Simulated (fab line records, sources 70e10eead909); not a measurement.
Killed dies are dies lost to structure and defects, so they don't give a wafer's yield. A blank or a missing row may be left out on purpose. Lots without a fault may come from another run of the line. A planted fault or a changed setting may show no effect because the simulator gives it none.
Chamber matching | flow nand_harc | NHARC_A_STAIRCASE_TRIM_20 on rie_diel-13: 4 sister chambers
The step chemistry O2, time 211.2 s. 24 wafers are shown with their chamber, then 12 later ones without.

WAFERS WITH THEIR CHAMBER
wafer  | chamber | drypump_motor_current_A (A) | showerhead_plenum_p_Torr (Torr) | oes_product_au (a.u.)
L074.2 | 1       | 5.3                         | 3.63                            | 1.006
L074.3 | 3       | 5.9                         | 3.38                            | 0.993
L074.6 | 1       | 5.3                         | 3.63                            | 1.000
L077.2 | 2       | 6.0                         | 3.74                            | 0.992
L077.4 | 1       | 5.3                         | 3.63                            | 1.000
L077.5 | 2       | 6.0                         | 3.74                            | 0.982
L079.3 | 2       | 6.0                         | 3.73                            | 0.988
L079.5 | 3       | 5.8                         | 3.37                            | 0.996
L079.6 | 2       | 6.0                         | 3.73                            | 0.998
L085.2 | 1       | 5.2                         | 3.61                            | 1.004
L085.5 | 3       | 5.8                         | 3.36                            | 1.003
L085.6 | 2       | 6.0                         | 3.72                            | 0.986
L087.1 | 2       | 6.0                         | 3.72                            | 0.989
L087.3 | 1       | 5.2                         | 3.61                            | 0.995
L087.4 | 0       | 6.4                         | 3.49                            | 0.984
L088.1 | 0       | 6.4                         | 3.49                            | 0.995
L088.4 | 3       | 5.8                         | 3.36                            | 0.999
L088.6 | 3       | 5.9                         | 3.36                            | 0.992
L091.2 | 1       | 5.2                         | 3.60                            | 0.999
L091.4 | 0       | 6.4                         | 3.48                            | 0.998
L091.5 | 1       | 5.3                         | 3.60                            | 0.992
L091.1 | 3       | 5.8                         | 3.35                            | 0.998
L091.3 | 2       | 6.0                         | 3.71                            | 0.990
L091.6 | 2       | 6.0                         | 3.71                            | 0.992

SIGNATURES (means of the wafers above)
reading                  | chamber 0 | chamber 1 | chamber 2 | chamber 3 | scatter within a chamber
drypump_motor_current_A  | 6.400     | 5.257     | 6.000     | 5.833     | 0.039
showerhead_plenum_p_Torr | 3.4867    | 3.6157    | 3.7250    | 3.3633    | 0.0118
oes_product_au           | 0.99233   | 0.99943   | 0.98962   | 0.99683   | 0.00494
Rule: a wafer's distance from a chamber is the root of the sum, over the readings, of the square of ((its reading less the chamber's mean) divided by the reading's scatter). The wafer belongs to the nearest chamber; if the next one is less than 2 further off, it can't be placed. The scatter: the root of (the sum of the squares of (reading less its chamber's mean) over the shown wafers, divided by (wafers less chambers)).

WAFERS WITHOUT THEIR CHAMBER
wafer  | drypump_motor_current_A (A) | showerhead_plenum_p_Torr (Torr) | oes_product_au (a.u.)
L092.1 | 6.0                         | 3.71                            | 0.999
L092.2 | 5.3                         | 3.60                            | 1.004
L092.3 | 5.8                         | 3.35                            | 1.004
L092.4 | 6.4                         | 3.48                            | 0.987
L092.5 | 6.1                         | 3.71                            | 0.997
L092.6 | 5.8                         | 3.35                            | 1.005
L093.1 | 6.0                         | 3.71                            | 0.999
L093.2 | 6.4                         | 3.48                            | 1.002
L093.6 | 6.0                         | 3.71                            | 0.989
L094.1 | 5.9                         | 3.35                            | 0.989
L094.2 | 6.4                         | 3.48                            | 0.983
L094.6 | 5.8                         | 3.35                            | 1.000

WHICH CHAMBER EACH WENT THROUGH
wafer  | from the rows above | in truth
L092.1 | 2                   | 2
L092.2 | 1                   | 1
L092.3 | 3                   | 3
L092.4 | 0                   | 0
L092.5 | 2                   | 2
L092.6 | 3                   | 3
L093.1 | 2                   | 2
L093.2 | 0                   | 0
L093.6 | 2                   | 2
L094.1 | 3                   | 3
L094.2 | 0                   | 0
L094.6 | 3                   | 3
Placed correctly: 12 of 12. Can't be placed from these rows: 0. Placed wrongly: 0.
